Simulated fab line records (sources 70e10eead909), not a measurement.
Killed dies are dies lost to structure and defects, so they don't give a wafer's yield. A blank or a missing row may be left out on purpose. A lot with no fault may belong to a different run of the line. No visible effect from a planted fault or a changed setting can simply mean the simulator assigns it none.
Comparing a struck lot with a sound one | flow nand_harc | 12 out of 1302 route steps
Sound: these wafers, L416.1, L416.2, L416.5. Struck: wafers L415.2, L415.4, L415.6. Last of all comes the cause.
Each step with rows lists, per side, the tool, then ch with its chambers, then its first start. Under that, the readings that differ: sound wafers | struck wafers | difference of the means | sigmas: that difference in standard deviations of wafers without a fault.
alike: readings with means less than 2 such deviations apart, plus words and numbers identical on both sides. not compared: withheld readings, readings lacking a value on some wafer, bounds such as >300 that could conceal the same value, and numbers that have no deviation in the record and whose values overlap.
Wherever a step has rows on one side only, a row that says differs or no value, or a row with sigmas, the two part there. Numbers that have no deviation but don't overlap get no sigmas and don't part them. Lack of a reading on every wafer of one side parts them only where that side has two or more wafers.

NHARC_P_START_INSPECT_01:
  struck on defect_inspect-02, day 8 12:03; sound on defect_inspect-01, day 8 22:02
  alike: raw_defect_count
then, 9 steps without rows for these wafers: NHARC_P_ZERO_WELL_PRECLEAN_00 (cleans in SPM, time 600 s); NHARC_P_ZERO_WELL_SRD_01; NHARC_P_ZERO_WELL_PECVD_02 (deposits SiO2, target thk 10 nm); NHARC_P_ZERO_WELL_DEHYDRATE_03 (time 120 s); NHARC_P_ZERO_WELL_HMDS_04 (time 30 s); NHARC_P_ZERO_WELL_COAT_64 (time 65 s); NHARC_P_ZERO_WELL_COAT_05 (resist thk 600 nm); NHARC_P_ZERO_WELL_SOFTBAKE_06 (time 70 s); NHARC_P_ZERO_WELL_EBR_07.
NHARC_P_ZERO_WELL_EXPOSE_08: exposes mask P ZERO, target cd 500 nm.
  struck on krf_scanner-04, day 8 13:07; sound on krf_scanner-01 ch 0, day 8 23:06
  no value came back on the struck wafers for exposure_dose_mJ_cm2, focus_offset_nm (nm), na; on the sound wafers exposure_dose_mJ_cm2 reads 33.89 33.85 33.83
  alike: mask
then, 1 step without rows for these wafers: NHARC_P_ZERO_WELL_PEB_09 (peb time 80 s).

## WHERE THEY PART
Only at NHARC_P_ZERO_WELL_EXPOSE_08, as far as this record shows.

WHY: whatever the simulator had introduced
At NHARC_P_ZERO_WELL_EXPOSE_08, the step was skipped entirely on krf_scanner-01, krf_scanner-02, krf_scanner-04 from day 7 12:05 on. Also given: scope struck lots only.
